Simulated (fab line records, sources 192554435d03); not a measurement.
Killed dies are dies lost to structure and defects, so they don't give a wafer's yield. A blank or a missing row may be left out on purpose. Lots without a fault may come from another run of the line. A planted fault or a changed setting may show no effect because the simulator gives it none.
fab line records | flow n5_finfet
record lots=9 wafers=27 last_day=19
route steps=1938 shown BEOL_M4@1111 BEOL_M9@1448 BEOL_M10@1470 PASSIVATION@1936
lots that met no fault: from a run of the same line without faults
start_h: hours from the record's first day to the start of the lot's first wafer shown | wait_h: hours since the lot's step before | " the same as in the row above | L1.1+2: a row that stands for several wafers | - no value, or no start given | * or withheld: withheld | < > ~ a bound
route shown NAME@n: a module of which the file shows steps, and the number in the route of the first | usual: mean/standard deviation of fault-free wafers | same: alike in all rows | chamber/n: place in a boat | sites: the reading at each site | _std_site: their standard deviation | _edge_site: outer sites' mean less inner sites' | radius_mm: how far each site lies from the wafer's centre | mask NAME#n: copy n | behind: the tool/chamber that last shaped the wafer | hold: why the lot was held/for how many hours/how that ended | device: the transistor (n, p or np) that didn't switch | end of line: the same wafers' tests at the end of the route | a step without rows: its recipe alone | killed: dies lost to structure and defects at the first sort, not the wafer's yield | map: a wafer's dies, x killed, . not, _ none there
set.NAME: the setting as run; set.NAME@STEP: as run at that earlier step | model.NAME: the simulator's own value behind a step, which no gauge read
steps of the route over a sample of lots; a table a step, a row a wafer
services: from which hour (start_h, from the record's first day; less than 0 if before it) a tool's chamber was out of use, for how many hours, and why
## steps
# step N5_BEOL_M4_RC_MEAS_101
# usual DIBL_N=35.1/1.6 DIBL_P=34.9/1.8 IOFF_N=0.143/0.026 IOFF_P=0.21/0.037 ION_N=671/11 ION_P=463/7.8 SS_N=71.2/0.58 SS_P=73.0/0.54 VT_N=251/3 VT_P=-250/4.1
# columns lot.wafer tool chamber start_h wait_h DIBL_N[mV/V] DIBL_P[mV/V] IOFF_N[nA/um] IOFF_P[nA/um] ION_N[uA/um] ION_P[uA/um] SS_N[mV/dec] SS_P[mV/dec] VT_N[mV] VT_P[mV]
L764.2 prober-02 0 187.04 0.2 36.0 35.6 0.173 0.22 682 468 71.7 73.0 248 -247
L764.3 " 0 " " 35.5 35.7 0.165 0.23 682 468 71.4 73.1 247 -244
L764.6 " 0 " " 38.2 37.7 0.214 0.27 690 469 71.7 73.6 246 -242
L767.3 prober-01 0 196.47 0.3 33.5 33.1 0.131 0.17 676 461 71.2 72.3 249 -254
L767.5 " 0 " " 33.3 32.9 0.129 0.17 670 453 71.2 73.0 251 -255
L767.6 " 0 " " 34.0 33.4 0.138 0.16 675 460 70.9 73.1 253 -254
L772.4 prober-01 0 230.73 0.5 35.6 36.1 0.139 0.21 675 467 71.7 73.2 250 -250
L772.5 " 0 " " 33.0 33.0 0.098 0.17 654 456 70.8 72.1 256 -252
L772.6 " 0 " " 37.3 38.3 0.168 0.24 690 474 72.6 74.0 248 -245
L773.2 prober-02 0 248.51 0.2 35.2 34.4 0.143 0.19 676 462 71.2 73.3 252 -253
L773.3 " 0 " " 36.0 35.8 0.156 0.21 678 466 72.0 74.1 249 -250
L773.5 " 0 " " 34.7 34.0 0.136 0.19 671 462 71.2 73.2 251 -253
L775.2 prober-01 0 250.13 0.2 34.9 33.6 0.126 0.17 671 460 71.2 72.4 255 -254
L775.3 " 0 " " 35.5 35.2 0.131 0.18 661 459 70.9 73.8 254 -254
L775.6 " 0 " " 34.3 33.2 0.118 0.16 664 454 70.7 72.8 254 -256
L778.2 prober-01 0 280.77 0.2 35.4 34.8 0.146 0.20 679 463 71.4 73.3 253 -248
L778.5 " 0 " " 36.8 35.9 0.168 0.23 672 462 72.1 72.6 246 -248
L778.6 " 0 " " 36.3 35.6 0.158 0.21 658 455 71.6 72.7 251 -248
L783.1 prober-01 0 317.73 0.0 33.6 33.2 0.113 0.18 655 462 70.6 72.5 253 -249
L783.2 " 0 " " 36.4 36.0 0.156 0.22 676 475 71.6 73.7 252 -248
L783.4 " 0 " " 33.3 32.2 0.106 0.16 656 455 70.8 71.9 255 -252
L784.1 prober-01 0 330.80 0.0 34.3 33.8 0.121 0.19 656 450 71.3 72.6 253 -251
L784.2 " 0 " " 37.4 38.1 0.175 0.26 675 472 71.4 73.6 249 -247
L784.3 " 0 " " 36.3 36.9 0.154 0.23 674 472 71.2 72.7 251 -250
L786.3 prober-01 0 339.92 0.9 37.5 36.4 0.162 0.26 673 469 71.4 73.5 252 -244
L786.5 " 0 " " 35.5 34.0 0.135 0.23 673 466 71.0 73.5 251 -247
L786.6 " 0 " " 36.4 35.6 0.157 0.25 677 476 71.7 74.0 250 -243
# step N5_BEOL_M9_STRIP_80
# recipe chemistry=N2/H2 time_s=10 power_w=450 temp_c=40 pressure_mtorr=20 rf_frequency_hz=6e+07 bias_power_w=7 n2_flow_sccm=200 h2_flow_sccm=200
# usual chamber_pressure_mTorr=19.999/0.019 drypump_motor_current_A=5.7/0.35 oes_product_au=0.75/0.079 rf_vpp_V=59.2/0.95 showerhead_plenum_p_Torr=2.55/0.081 throttle_valve_pct=23.93/0.22
# columns lot.wafer tool chamber start_h wait_h chamber_pressure_mTorr drypump_motor_current_A oes_product_au rf_hours_counter_h rf_vpp_V showerhead_plenum_p_Torr throttle_valve_pct
L764.2 rie_diel-02 2 - - 19.980 5.7 0.70 209 59.0 2.51 24.02
L764.3 " 1 " " 20.002 5.6 0.71 200 60.6 2.63 24.03
L764.6 " 2 " " 19.958 5.7 0.70 - 57.8 2.51 24.01
L767.3 rie_diel-01 1 - - 19.990 6.1 0.73 201 57.9 2.52 24.11
L767.5 " 0 " " 19.995 5.8 0.70 - 60.3 2.53 24.02
L767.6 " 1 " " 19.982 6.0 0.73 - 60.3 2.52 24.12
L772.4 rie_diel-01 1 - - 20.020 6.0 0.72 210 59.2 2.52 24.13
L772.5 " 0 " " 20.000 5.7 0.70 - 58.4 2.52 24.05
L772.6 " 3 " " 19.997 6.5 0.72 - 58.0 2.42 23.96
L773.2 rie_diel-01 2 - - 19.986 5.5 0.71 200 61.0 2.63 23.90
L773.3 " 3 " " 19.992 6.5 0.71 216 58.8 2.41 23.98
L773.5 " 3 " " 20.014 6.5 0.71 - 61.0 2.42 23.97
L775.2 rie_diel-01 1 - - 20.005 6.1 0.72 217 59.2 2.51 24.13
L775.3 " 2 " " 19.999 5.5 0.71 200 59.1 2.63 23.88
L775.6 " 1 " " 19.974 6.0 0.71 - 59.0 2.51 24.12
L778.2 rie_diel-03 1 - - 19.975 5.9 0.87 37 59.7 2.69 23.94
L778.5 " 1 " " 20.020 5.9 0.87 - 59.3 2.69 23.92
L778.6 " 2 " " 19.961 5.3 0.72 - 58.2 2.51 23.76
L783.1 rie_diel-03 3 - - 20.000 5.5 0.71 243 59.1 2.49 24.16
L783.2 " 2 " " 19.989 5.3 0.72 191 58.7 2.50 23.78
L783.4 " 1 " " 20.011 5.9 0.86 45 59.8 2.69 23.94
L784.1 rie_diel-02 1 - - 20.002 5.6 0.70 244 59.2 2.61 24.09
L784.2 " 3 " " 19.998 5.1 0.86 79 57.7 2.67 23.67
L784.3 " 0 " " 19.994 5.8 0.79 112 58.4 2.46 23.32
L786.3 rie_diel-01 3 - - 20.015 6.5 0.71 224 59.0 2.41 23.97
L786.5 " 2 " " 20.013 5.5 0.67 - 58.9 2.61 23.94
L786.6 " 0 " " 19.999 5.7 0.67 - 59.7 2.51 24.09
# step N5_BEOL_M9_INSPECT_58
# recipe inspect_instrument=darkfield mode=post_dep
# usual raw_defect_count=70/22
# columns lot.wafer tool chamber start_h wait_h raw_defect_count
L764.2 defect_inspect-01 - 246.67 0.0 49
L764.3 " - " " 57
L764.6 " - " " 62
L767.3 defect_inspect-01 - 254.29 0.0 69
L767.5 " - " " 71
L767.6 " - " " 59
L772.4 defect_inspect-01 - 281.88 0.1 82
L772.5 " - " " 54
L772.6 " - " " 50
L773.2 defect_inspect-02 - 296.26 0.0 55
L773.3 " - " " 45
L773.5 " - " " 42
L775.2 defect_inspect-02 - 299.85 0.0 40
L775.3 " - " " 67
L775.6 " - " " 35
L778.2 defect_inspect-02 - 325.29 0.0 53
L778.5 " - " " 53
L778.6 " - " " 90
L783.1 defect_inspect-01 - 368.76 0.0 67
L783.2 " - " " 95
L783.4 " - " " 73
L784.1 defect_inspect-01 - 388.91 0.0 78
L784.2 " - " " 67
L784.3 " - " " 71
L786.3 defect_inspect-01 - 391.35 0.0 93
L786.5 " - " " 82
L786.6 " - " " 79
# step N5_BEOL_M10_ILD_DEP_00
# recipe material=SiCOH_lowk target_thk_a=3085.1 temp_c=300 precursor=DEMS/porogen pressure_torr=5 rf_w=500 time_s=58
# usual heater_power_w=285/35 run_length_s=101.1/0.72 showerhead_plenum_p_Torr=5.745/0.012 throttle_valve_pct=13.8/0.86
# columns lot.wafer tool chamber start_h wait_h heater_power_w run_length_s showerhead_plenum_p_Torr throttle_valve_pct
L764.2 pecvd-01 1 246.71 0.0 298 100.7 5.727 14.4
L764.3 " 2 " " 222 100.8 5.746 12.9
L764.6 " 0 " " 331 100.3 5.736 13.3
L767.3 pecvd-03 2 254.33 0.0 268 102.0 5.748 12.4
L767.5 " 2 " " 270 101.8 5.734 12.5
L767.6 " 0 " " 344 100.4 5.758 14.9
L772.4 pecvd-01 2 281.95 0.1 218 101.4 5.745 12.7
L772.5 " 1 " " 295 100.2 5.734 14.3
L772.6 " 0 " " 331 100.6 5.742 13.1
L773.2 pecvd-01 2 296.29 0.0 243 136.2 5.748 12.7
L773.3 " 1 " " 255 100.7 5.737 14.2
L773.5 " 2 " " 243 135.9 5.747 12.4
L775.2 pecvd-01 0 299.88 0.0 319 135.8 5.731 13.6
L775.3 " 2 " " 245 100.8 5.750 12.9
L775.6 " 2 " " 260 101.2 5.753 12.6
L778.2 pecvd-03 0 325.33 0.0 314 100.2 5.751 15.3
L778.5 " 0 " " 318 99.8 5.744 15.3
L778.6 " 1 " " 273 101.4 5.748 13.9
L783.1 pecvd-04 2 368.80 0.0 287 101.1 5.748 14.0
L783.2 " 1 " " 275 101.1 5.757 14.4
L783.4 " 1 " " 289 101.0 5.747 14.4
L784.1 pecvd-03 0 388.95 0.0 342 100.2 5.754 15.5
L784.2 " 1 " " 309 101.4 5.757 13.9
L784.3 " 2 " " 264 102.3 5.744 12.7
L786.3 pecvd-03 1 391.39 0.0 253 101.8 5.742 13.7
L786.5 " 2 " " 280 102.0 5.739 12.6
L786.6 " 1 " " 261 101.2 5.752 13.7
# step N5_BEOL_M10_THK_MEAS_01
# recipe reads=SiCOH_lowk_of_BEOL_M10_ILD_DEP_00
# usual M10_ILD_THK=269/3.9
# columns lot.wafer tool chamber start_h wait_h M10_ILD_THK[nm]
L764.2 film_metro-02 - 247.30 0.4 262
L764.3 " - " " 266
L764.6 " - " " 271
L767.3 film_metro-02 - 255.03 0.3 269
L767.5 " - " " 269
L767.6 " - " " 275
L772.4 film_metro-02 - 282.51 0.2 269
L772.5 " - " " 265
L772.6 " - " " 268
L773.2 film_metro-02 - 296.88 0.4 431
L773.3 " - " " 262
L773.5 " - " " 438
L775.2 film_metro-01 - 300.47 0.4 427
L775.3 " - " " 264
L775.6 " - " " 271
L778.2 film_metro-01 - 325.92 0.4 268
L778.5 " - " " 275
L778.6 " - " " 275
L783.1 film_metro-01 - 369.42 0.4 264
L783.2 " - " " 265
L783.4 " - " " 268
L784.1 film_metro-01 - 389.54 0.4 266
L784.2 " - " " 267
L784.3 " - " " 267
L786.3 film_metro-01 - 391.98 0.3 267
L786.5 " - " " 272
L786.6 " - " " 272
# step N5_BEOL_M10_HM_DEP_02
# recipe material=TiN target_thk_a=200 temp_c=25 chamber_pressure_pa=0.49996
# usual throttle_valve_pct=30.7/0.99
# columns lot.wafer tool chamber start_h wait_h throttle_valve_pct
L764.2 pvd_sputter-03 - 247.79 0.4 29.0
L764.3 " - " " 30.5
L764.6 " - " " 30.9
L767.3 pvd_sputter-01 - 255.85 0.8 31.0
L767.5 " - " " 30.7
L767.6 " - " " 30.5
L772.4 pvd_sputter-01 - 285.13 2.5 30.9
L772.5 " - " " 32.4
L772.6 " - " " 30.8
L773.2 pvd_sputter-03 - 297.24 0.3 28.6
L773.3 " - " " 31.0
L773.5 " - " " 30.8
L775.2 pvd_sputter-02 - 301.20 0.7 30.3
L775.3 " - " " 32.1
L775.6 " - " " 30.3
L778.2 pvd_sputter-03 - 326.84 0.9 28.7
L778.5 " - " " 30.4
L778.6 " - " " 30.8
L783.1 pvd_sputter-02 - 369.86 0.4 31.7
L783.2 " - " " 32.5
L783.4 " - " " 30.0
L784.1 pvd_sputter-01 - 390.27 0.7 30.5
L784.2 " - " " 32.3
L784.3 " - " " 29.7
L786.3 pvd_sputter-03 - 396.49 4.5 28.9
L786.5 " - " " 31.2
L786.6 " - " " 28.6
# step N5_PASSIVATION_PROBE_49
# usual defect_limited_yield=91.1/1.4 killed_at_M0_to_M3=36/11 killed_at_M4_up=14/5.2 killed_at_contacts=12/6.1 killed_at_front_end=40/12 killed_at_other=3.2/2.5 killed_dies=105/16 killed_on_rim=14/4.4 killed_open=68/12 killed_short=35/8.7 sort_bin_5_function=5.2/0.89 sort_bin_6_memory=3.3/0.66 sort_n_pass=1074/16 sort_yield_pct=91.1/1.4
# same gross_dies=1180 killed_at_back_side=0 sort_bin_4_leakage[%]=0 sort_bin_8_speed[%]=0
# columns lot.wafer tool chamber start_h wait_h defect_limited_yield[%] killed_at_M0_to_M3 killed_at_M4_up killed_at_contacts killed_at_front_end killed_at_other killed_dies killed_on_rim killed_open killed_short sort_bin_5_function[%] sort_bin_6_memory[%] sort_n_pass sort_yield_pct[%]
L764.2 prober-01 - 320.60 0.1 89.8 44 19 13 38 6 120 16 75 45 5.6 4.2 1060 89.8
L764.3 prober-01 - 320.65 0.1 90.8 26 21 13 45 3 108 11 76 30 5.8 3.1 1072 90.8
L764.6 prober-01 - 320.80 0.3 89.3 33 22 8 63 0 126 19 75 45 7.3 2.8 1054 89.3
L767.3 prober-02 - 325.66 0.1 91.5 32 10 17 39 2 100 15 65 31 4.9 3.1 1080 91.5
L767.5 prober-02 - 325.76 0.2 90.7 35 12 19 37 7 110 15 73 36 5.3 3.7 1070 90.7
L767.6 prober-02 - 325.81 0.3 90.5 30 7 27 45 3 112 14 67 39 4.7 3.9 1068 90.5
L772.4 prober-02 - 338.34 0.2 90.9 30 6 38 27 6 107 16 68 38 4.8 3.8 1073 90.9
L772.5 prober-02 - 338.39 0.2 92.6 28 12 12 33 2 87 7 57 26 4.2 3.1 1093 92.6
L772.6 prober-02 - 338.44 0.3 90.9 44 18 9 28 8 107 13 47 59 5.3 3.3 1073 90.9
L773.2 prober-01 - 355.28 0.1 0 8 1129 5 36 2 1180 152 39 28 97.5 1.9 0 0
L773.3 prober-01 - 355.33 0.1 93.2 28 11 11 28 2 80 14 53 24 4.6 1.9 1100 93.2
L773.5 prober-01 - 355.43 0.2 0 21 1099 16 39 5 1180 152 53 30 97.8 2.2 0 0
L775.2 prober-01 - 362.97 0.1 0 21 1091 17 42 9 1180 152 69 39 96.2 3.2 0 0
L775.3 prober-01 - 363.02 0.1 91.0 25 11 15 54 1 106 14 61 38 4.8 3.6 1074 91.0
L775.6 prober-01 - 363.17 0.3 91.1 24 16 26 39 0 105 24 66 32 4.6 3.3 1075 91.1
L778.2 prober-01 - 384.45 0.1 92.7 20 11 13 42 0 86 7 64 21 4.4 2.7 1094 92.7
L778.5 prober-01 - 384.60 0.2 90.8 30 16 5 55 3 109 18 67 42 5.8 3.2 1071 90.8
L778.6 prober-01 - 384.65 0.3 88.7 30 18 27 58 0 133 16 83 49 6.4 4.4 1047 88.7
L783.1 prober-01 - 420.76 0.0 90.3 48 13 7 44 2 114 21 70 33 5.1 3.8 1066 90.3
L783.2 prober-01 - 420.81 0.1 90.0 39 37 9 32 1 118 17 60 56 5.8 3.7 1062 90.0
L783.4 prober-01 - 420.91 0.2 88.6 42 21 17 50 5 135 23 82 49 6.0 4.5 1045 88.6
L784.1 prober-01 - 448.81 0.0 88.8 44 18 8 58 4 132 22 93 37 6.0 4.9 1048 88.8
L784.2 prober-01 - 448.86 0.1 88.6 36 24 10 58 7 135 21 80 51 6.8 4.1 1045 88.6
L784.3 prober-01 - 448.91 0.1 92.8 35 11 7 30 2 85 9 40 42 4.4 2.2 1095 92.8
L786.3 prober-02 - 458.45 0.1 91.7 42 15 9 25 7 98 15 64 26 4.7 2.6 1082 91.7
L786.5 prober-02 - 458.55 0.2 90.8 49 18 13 27 1 108 13 71 34 5.5 3.3 1072 90.8
L786.6 prober-02 - 458.60 0.3 90.6 52 16 6 36 1 111 15 72 34 5.2 4.0 1069 90.6
# killed by level:class
L764.2 MOL_CONTACT_COAG:geometric_particle:open=12 BEOL_M2:geometric_particle:open=11 STI_FIN_REVEAL:geometric_particle:open=9 BEOL_M4:geometric_particle:short=7 BEOL_M4:geometric_particle:open=7 FIN_SAQP:geometric_particle:short=6 BEOL_M3:geometric_particle:open=6 BEOL_M1:geometric_particle:open=5
L764.3 STI_FIN_REVEAL:geometric_particle:open=13 BEOL_M2:geometric_particle:open=10 MOL_CONTACT_COAG:geometric_particle:open=9 FIN_SAQP:geometric_particle:open=7 BEOL_M4:geometric_particle:open=7 FIN_SAQP:geometric_particle:short=6 BEOL_M0_SAQP:geometric_particle:open=6 DUMMY_GATE:geometric_particle:open=4
L764.6 FIN_SAQP:geometric_particle:open=14 FIN_SAQP:geometric_particle:short=11 BEOL_M4:geometric_particle:open=10 BEOL_M0_SAQP:geometric_particle:short=9 STI_FIN_REVEAL:geometric_particle:open=7 DUMMY_GATE:geometric_particle:open=7 BEOL_M1:geometric_particle:short=6 MOL_CONTACT_COAG:geometric_particle:open=6
L767.3 MOL_CONTACT_COAG:geometric_particle:open=12 BEOL_M1:geometric_particle:open=12 FIN_SAQP:geometric_particle:open=9 GATE_CUT:geometric_particle:short=7 BEOL_M0_SAQP:geometric_particle:short=7 FIN_SAQP:geometric_particle:short=6 BEOL_M4:geometric_particle:open=6 GATE_CUT:geometric_particle:open=5
L767.5 MOL_CONTACT_COAG:geometric_particle:open=15 BEOL_M1:geometric_particle:open=15 FIN_SAQP:geometric_particle:open=8 FIN_SAQP:geometric_particle:short=7 BEOL_M4:geometric_particle:open=6 BEOL_M0_SAQP:geometric_particle:short=4 GATE_CUT:geometric_particle:short=4 MOL_CONTACT_COAG:geometric_particle:short=4
L767.6 MOL_CONTACT_COAG:geometric_particle:open=23 BEOL_M1:geometric_particle:open=13 GATE_CUT:geometric_particle:short=7 FIN_SAQP:geometric_particle:short=6 HKMG_FIN:area_etch=6 DUMMY_GATE:geometric_particle:open=4 BEOL_M0_SAQP:geometric_particle:open=4 MOL_CONTACT_COAG:geometric_particle:short=4
L772.4 MOL_CONTACT_COAG:geometric_particle:open=30 MOL_CONTACT_COAG:geometric_particle:short=8 BEOL_M0_SAQP:geometric_particle:short=7 FIN_SAQP:geometric_particle:open=6 BEOL_M0_SAQP:geometric_particle:open=6 FIN_SAQP:geometric_particle:short=5 BEOL_M3:geometric_particle:open=5 STI_FIN_REVEAL:geometric_particle:open=4
L772.5 MOL_CONTACT_COAG:geometric_particle:open=11 BEOL_M0_SAQP:geometric_particle:open=8 FIN_SAQP:geometric_particle:open=6 FIN_SAQP:geometric_particle:short=6 BEOL_M0_SAQP:geometric_particle:short=6 GATE_CUT:geometric_particle:open=5 BEOL_M3:geometric_particle:open=5 STARTING-WAFER:geometric_particle:open=4
L772.6 BEOL_M0_SAQP:geometric_particle:short=26 FIN_SAQP:geometric_particle:short=12 BEOL_M0_SAQP:geometric_particle:open=11 MOL_CONTACT_COAG:geometric_particle:open=7 FIN_SAQP:geometric_particle:open=4 BEOL_M4:geometric_particle:open=4 GATE_CUT:geometric_particle:short=3 BEOL_M5:geometric_particle:open=3
L773.2 BEOL_M10:area_etch=1111 FIN_SAQP:geometric_particle:short=8 FIN_SAQP:geometric_particle:open=8 BEOL_M4:geometric_particle:short=8 STI_FIN_REVEAL:geometric_particle:open=4 DUMMY_GATE:geometric_particle:open=4 DUMMY_GATE:geometric_particle:short=4 MOL_CONTACT_COAG:geometric_particle:open=4
L773.3 MOL_CONTACT_COAG:geometric_particle:open=11 FIN_SAQP:geometric_particle:open=8 BEOL_M0_SAQP:geometric_particle:short=7 BEOL_M2:geometric_particle:open=6 FIN_SAQP:geometric_particle:short=5 BEOL_M1:geometric_particle:open=5 BEOL_M0_SAQP:geometric_particle:open=3 BEOL_M3:geometric_particle:open=3
L773.5 BEOL_M10:area_etch=1095 MOL_CONTACT_COAG:geometric_particle:open=15 FIN_SAQP:geometric_particle:short=9 STI_FIN_REVEAL:geometric_particle:open=6 DUMMY_GATE:geometric_particle:open=4 BEOL_M0:geometric_particle:open=4 BEOL_M3:geometric_particle:open=4 STI_FIN_REVEAL:geometric_particle:short=3
L775.2 BEOL_M10:area_etch=1069 BEOL_M4:geometric_particle:open=13 MOL_CONTACT_COAG:geometric_particle:open=13 FIN_SAQP:geometric_particle:short=9 DUMMY_GATE:geometric_particle:open=6 BEOL_M3:geometric_particle:open=6 PAD_METAL:geometric_particle:short=5 MOL_CONTACT_COAG:geometric_particle:short=4
L775.3 FIN_SAQP:geometric_particle:short=19 MOL_CONTACT_COAG:geometric_particle:open=14 BEOL_M3:geometric_particle:open=13 FIN_SAQP:geometric_particle:open=9 GATE_CUT:geometric_particle:short=5 BEOL_M4:geometric_particle:open=5 HKMG_FIN:area_etch=5 BEOL_M0_SAQP:geometric_particle:open=4
L775.6 MOL_CONTACT_COAG:geometric_particle:open=20 BEOL_M0_SAQP:geometric_particle:short=7 BEOL_M4:geometric_particle:open=7 HKMG_FIN:area_etch=7 FIN_SAQP:geometric_particle:short=6 MOL_CONTACT_COAG:geometric_particle:short=6 BEOL_M3:geometric_particle:open=6 STI_FIN_REVEAL:geometric_particle:open=5
L778.2 FIN_SAQP:geometric_particle:open=22 FIN_SAQP:geometric_particle:short=10 MOL_CONTACT_COAG:geometric_particle:open=10 BEOL_M4:geometric_particle:open=6 STARTING-WAFER:geometric_particle:open=5 BEOL_M1:geometric_particle:open=5 BEOL_M0_SAQP:geometric_particle:open=4 BEOL_M2:geometric_particle:open=4
L778.5 FIN_SAQP:geometric_particle:short=14 FIN_SAQP:geometric_particle:open=10 STI_FIN_REVEAL:geometric_particle:open=9 BEOL_M4:geometric_particle:open=8 BEOL_M0_SAQP:geometric_particle:open=7 BEOL_M0_SAQP:geometric_particle:short=5 BEOL_M2:geometric_particle:open=5 BEOL_M3:geometric_particle:open=5
L778.6 FIN_SAQP:geometric_particle:short=21 MOL_CONTACT_COAG:geometric_particle:open=21 FIN_SAQP:geometric_particle:open=16 BEOL_M3:geometric_particle:open=8 STI_FIN_REVEAL:geometric_particle:open=7 MOL_CONTACT_COAG:geometric_particle:short=6 BEOL_M0_SAQP:geometric_particle:short=6 BEOL_M1:geometric_particle:open=5
L783.1 DUMMY_GATE:geometric_particle:open=8 BEOL_M3:geometric_particle:open=8 FIN_SAQP:geometric_particle:short=7 HKMG_FIN:area_etch=7 BEOL_M0_SAQP:geometric_particle:short=6 BEOL_M0:geometric_particle:open=6 BEOL_M2:geometric_particle:open=6 BEOL_M2:geometric_particle:short=6
L783.2 BEOL_M4:geometric_particle:open=11 BEOL_M7:geometric_particle:open=10 BEOL_M0_SAQP:geometric_particle:short=9 FIN_SAQP:geometric_particle:short=8 GATE_CUT:geometric_particle:short=8 BEOL_M4:geometric_particle:short=7 BEOL_M1:geometric_particle:open=5 MOL_CONTACT_COAG:geometric_particle:open=5
L783.4 MOL_CONTACT_COAG:geometric_particle:open=13 GATE_CUT:geometric_particle:short=12 BEOL_M2:geometric_particle:open=11 FIN_SAQP:geometric_particle:short=10 BEOL_M3:geometric_particle:open=9 BEOL_M4:geometric_particle:open=9 FIN_SAQP:geometric_particle:open=7 BEOL_M0_SAQP:geometric_particle:open=6
L784.1 FIN_SAQP:geometric_particle:open=23 BEOL_M4:geometric_particle:open=14 BEOL_M0_SAQP:geometric_particle:open=10 BEOL_M0_SAQP:geometric_particle:short=9 BEOL_M3:geometric_particle:open=9 FIN_SAQP:geometric_particle:short=8 STI_FIN_REVEAL:geometric_particle:open=7 DUMMY_GATE:geometric_particle:open=6
L784.2 FIN_SAQP:geometric_particle:short=15 FIN_SAQP:geometric_particle:open=11 BEOL_M4:geometric_particle:open=11 BEOL_M0_SAQP:geometric_particle:short=10 MOL_CONTACT_COAG:geometric_particle:open=8 STI_FIN_REVEAL:geometric_particle:open=7 DUMMY_GATE:geometric_particle:open=6 BEOL_M3:geometric_particle:open=6
L784.3 BEOL_M0_SAQP:geometric_particle:short=10 FIN_SAQP:geometric_particle:short=8 BEOL_M0_SAQP:geometric_particle:open=7 BEOL_M3:geometric_particle:short=7 MOL_CONTACT_COAG:geometric_particle:open=6 BEOL_M3:geometric_particle:open=6 STI_FIN_REVEAL:geometric_particle:open=4 GATE_CUT:geometric_particle:short=4
L786.3 BEOL_M2:geometric_particle:open=16 BEOL_M0:geometric_particle:short=8 MOL_CONTACT_COAG:geometric_particle:open=7 BEOL_M0_SAQP:geometric_particle:open=7 BEOL_M1:geometric_particle:open=7 STI_FIN_REVEAL:geometric_particle:open=6 MIM_TOP_ETCH:geometric_particle:open=6 HKMG_FIN:area_etch=5
L786.5 BEOL_M2:geometric_particle:open=15 MOL_CONTACT_COAG:geometric_particle:open=10 BEOL_M0_SAQP:geometric_particle:short=10 STI_FIN_REVEAL:geometric_particle:open=9 FIN_SAQP:geometric_particle:short=7 BEOL_M3:geometric_particle:open=6 BEOL_M0:geometric_particle:open=5 BEOL_M0:geometric_particle:short=5
L786.6 BEOL_M2:geometric_particle:open=28 BEOL_M0_SAQP:geometric_particle:open=9 FIN_SAQP:geometric_particle:short=8 MOL_CONTACT_COAG:geometric_particle:open=5 GATE_CUT:geometric_particle:short=5 BEOL_M2:geometric_particle:short=4 BEOL_M5:geometric_particle:open=4 STI_FIN_REVEAL:geometric_particle:open=3
## services
# columns tool chamber start_h hours kind
pecvd-01 - 216.05 2.1 repair
pecvd-01 2 222.84 2.1 scheduled_down
pecvd-01 - 227.20 4.2 repair
rie_diel-03 - 238.74 15.6 pm
rie_diel-02 - 241.28 5.4 repair
pvd_sputter-03 - 256.81 10.5 repair
rie_diel-03 0 260.05 1.3 repair
pecvd-04 - 289.15 1.3 repair
pecvd-04 - 292.24 0.7 repair
pecvd-01 1 308.21 9.5 repair
rie_diel-03 - 329.81 14.6 pm
rie_diel-01 - 333.19 2.8 pm
rie_diel-02 2 368.90 - clean
rie_diel-02 2 368.90 - consumable_replace:focus_ring
rie_diel-02 2 368.90 14.5 scheduled_down
rie_diel-02 2 368.90 14.5 vent_cycle
rie_diel-01 1 381.97 - clean
rie_diel-01 1 381.97 - consumable_replace:focus_ring
rie_diel-01 1 381.97 14.6 scheduled_down
rie_diel-01 1 381.97 14.6 vent_cycle
rie_diel-03 3 389.85 - clean
rie_diel-03 3 389.85 - consumable_replace:focus_ring
rie_diel-03 3 389.85 28.8 scheduled_down
pvd_sputter-02 - 394.73 1.5 repair
## key
first_sign step=N5_BEOL_M10_ILD_DEP_00 reading=run_length_s direction=up sigmas=49 usual=* struck=*
effect step=N5_BEOL_M10_THK_MEAS_01 reading=M10_ILD_THK direction=up sigmas=42 usual=269 struck=432
effect step=N5_PASSIVATION_PROBE_49 reading=killed_at_M4_up direction=up sigmas=99+ usual=14 struck=1106
more_kills_born_at N5_BEOL_M10_ETCH_41@rie_diel-05=2206 N5_BEOL_M10_ETCH_41@rie_diel-06=1069
met_at N5_BEOL_M10_ILD_DEP_00
struck_lots L773,L775
struck_wafers L773.2,L773.5,L775.2
later_rows_left_out L773.2,L773.5,L775.2
not_acting_at N5_BEOL_M9_STRIP_80,N5_BEOL_M9_INSPECT_58,N5_BEOL_M10_HM_DEP_02
onset_between 281.95 296.29
fault kind=process_parameter_drift tool=pecvd-01 chamber=- onset_h=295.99 steps=N5_BEOL_M10_ILD_DEP_00 channel=time_s offset=* shape=step end_h=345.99 scope=struck_wafers_only acts_in=* stated=*
# later_rows_left_out: the simulator's readings of these wafers behind a module that went badly wrong aren't trusted and aren't shown, but for the sort
